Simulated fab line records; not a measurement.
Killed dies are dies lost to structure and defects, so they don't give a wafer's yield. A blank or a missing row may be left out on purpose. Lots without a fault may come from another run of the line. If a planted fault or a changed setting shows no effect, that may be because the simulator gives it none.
The tool behind it: which one? || flow n5 finfet || 39 wafers from 14 lots sampled at 2 of the route's 1938 steps

== WHAT THE GAUGES READ, wafer by wafer ==
N5_BEOL_M9_INSPECT_58: inspects for defects (darkfield).
{"lot": "L495", "measured": "day 10 15:17", "on": "defect inspect-02", "raw defect count": "93 52 87"}
{"lot": "L498", "measured": "day 11 09:43", "on": "defect inspect-02", "raw defect count": "111 90 53"}
{"lot": "L496", "measured": "day 11 14:07", "on": "defect inspect-01", "raw defect count": "48 61 68"}
{"lot": "L502", "measured": "day 12 14:24", "on": "defect inspect-01", "raw defect count": "55 58 67"}
{"lot": "L503", "measured": "day 12 16:40", "on": "defect inspect-01", "raw defect count": "60 74"}
{"lot": "L504", "measured": "day 12 23:16", "on": "defect inspect-02", "raw defect count": "73 60 62"}
{"lot": "L506", "measured": "day 13 15:44", "on": "defect inspect-01", "raw defect count": "56 92 67"}
{"lot": "L513", "measured": "day 14 17:42", "on": "defect inspect-02", "raw defect count": "69 60"}
{"lot": "L512", "measured": "day 14 19:55", "on": "defect inspect-02", "raw defect count": "80 102"}
{"lot": "L511", "measured": "day 14 20:41", "on": "defect inspect-01", "raw defect count": "44 43 31"}
{"lot": "L514", "measured": "day 14 20:25", "on": "defect inspect-02", "raw defect count": "39 49 48"}
{"lot": "L516", "measured": "day 15 18:37", "on": "defect inspect-01", "raw defect count": "77 82 72"}
{"lot": "L515", "measured": "day 15 19:04", "on": "defect inspect-01", "raw defect count": "70 66 63"}
{"lot": "L517", "measured": "day 16 04:09", "on": "defect inspect-01", "raw defect count": "108 97 106"}

== EACH LOT AND THE TOOL THAT RAN IT (in order: tool; ch and the chambers of the sampled wafers; start) ==
{"lot": "L495", "N5_BEOL_M9_ALD_74": "ald metal-04 ch 0,1,2, day 10 13:47"}
{"lot": "L498", "N5_BEOL_M9_ALD_74": "ald metal-04 ch 0,1,3, day 11 07:55"}
{"lot": "L496", "N5_BEOL_M9_ALD_74": "ald metal-02 ch 2,3, day 11 12:31"}
{"lot": "L502", "N5_BEOL_M9_ALD_74": "ald metal-03 ch 1,2,3, day 12 12:49"}
{"lot": "L503", "N5_BEOL_M9_ALD_74": "ald metal-04 ch 0,1, day 12 13:25"}
{"lot": "L504", "N5_BEOL_M9_ALD_74": "ald metal-02 ch 1,2,3, day 12 20:44"}
{"lot": "L506", "N5_BEOL_M9_ALD_74": "ald metal-03 ch 0,3, day 13 13:53"}
{"lot": "L513", "N5_BEOL_M9_ALD_74": "ald metal-04 ch 2,3, day 14 15:42"}
{"lot": "L512", "N5_BEOL_M9_ALD_74": "ald metal-02 ch 1,3, day 14 18:25"}
{"lot": "L511", "N5_BEOL_M9_ALD_74": "ald metal-04 ch 0,3, day 14 18:43"}
{"lot": "L514", "N5_BEOL_M9_ALD_74": "ald metal-02 ch 0,2,3, day 14 18:44"}
{"lot": "L516", "N5_BEOL_M9_ALD_74": "ald metal-04 ch 0,2, day 15 15:47"}
{"lot": "L515", "N5_BEOL_M9_ALD_74": "ald metal-02 ch 0,2,3, day 15 17:14"}
{"lot": "L517", "N5_BEOL_M9_ALD_74": "ald metal-04 ch 1,2,3, day 16 02:38"}
- N5_BEOL_M9_ALD_74: deposits TaN, target thk 2 nm, pulse time 2 s, purge time 3 s.

== AS READ BY THE TOOLS THEMSELVES (means over the sampled wafers that have a number; for cases with no such wafer, the mark the record gives instead) ==
N5_BEOL_M9_ALD_74.
{"lot": "L495", "tool": "ald metal-04", "heater power w (W)": 415, "mfc carrier sccm (sccm)": 1497}
{"lot": "L498", "tool": "ald metal-04", "heater power w (W)": 457, "mfc carrier sccm (sccm)": 1497}
{"lot": "L496", "tool": "ald metal-02", "heater power w (W)": 404, "mfc carrier sccm (sccm)": 1498}
{"lot": "L502", "tool": "ald metal-03", "heater power w (W)": 365, "mfc carrier sccm (sccm)": 1502}
{"lot": "L503", "tool": "ald metal-04", "heater power w (W)": 412, "mfc carrier sccm (sccm)": 1500}
{"lot": "L504", "tool": "ald metal-02", "heater power w (W)": 398, "mfc carrier sccm (sccm)": 1501}
{"lot": "L506", "tool": "ald metal-03", "heater power w (W)": 384, "mfc carrier sccm (sccm)": 1500}
{"lot": "L513", "tool": "ald metal-04", "heater power w (W)": 476, "mfc carrier sccm (sccm)": 1499}
{"lot": "L512", "tool": "ald metal-02", "heater power w (W)": 402, "mfc carrier sccm (sccm)": 1498}
{"lot": "L511", "tool": "ald metal-04", "heater power w (W)": 441, "mfc carrier sccm (sccm)": 1506}
{"lot": "L514", "tool": "ald metal-02", "heater power w (W)": 416, "mfc carrier sccm (sccm)": 1502}
{"lot": "L516", "tool": "ald metal-04", "heater power w (W)": 419, "mfc carrier sccm (sccm)": 1498}
{"lot": "L515", "tool": "ald metal-02", "heater power w (W)": 392, "mfc carrier sccm (sccm)": 1499}
{"lot": "L517", "tool": "ald metal-04", "heater power w (W)": 464, "mfc carrier sccm (sccm)": 1498}

== THE ANSWER, worked out from the rows above alone ==
Rule: the lots themselves supply what counts as usual. Put in order of their means at a reading, lots are off if they are a third of the lots or fewer, leave a main group of 4 or more, and stand apart from it by a gap of 3 or more times the standard deviation of the main group's means; of several such gaps the widest counts. If all means in a main group match to the digits the tables above print for the reading, that group is not used. Also off: a lot with no number at a reading for which 4 or more lots have one. All remaining lots with rows at the step are treated as sound. First the gauges in route order, then the tools' own readings, where a lot's mean is used as printed above. The first step at which some lot is off is used, and at that step the reading that is off furthest; a lot without a number counts as furthest.
Across all readings shown, no lot is off: no conclusion can be drawn from this.

== WHAT THE SIMULATOR HAD PUT IN ==
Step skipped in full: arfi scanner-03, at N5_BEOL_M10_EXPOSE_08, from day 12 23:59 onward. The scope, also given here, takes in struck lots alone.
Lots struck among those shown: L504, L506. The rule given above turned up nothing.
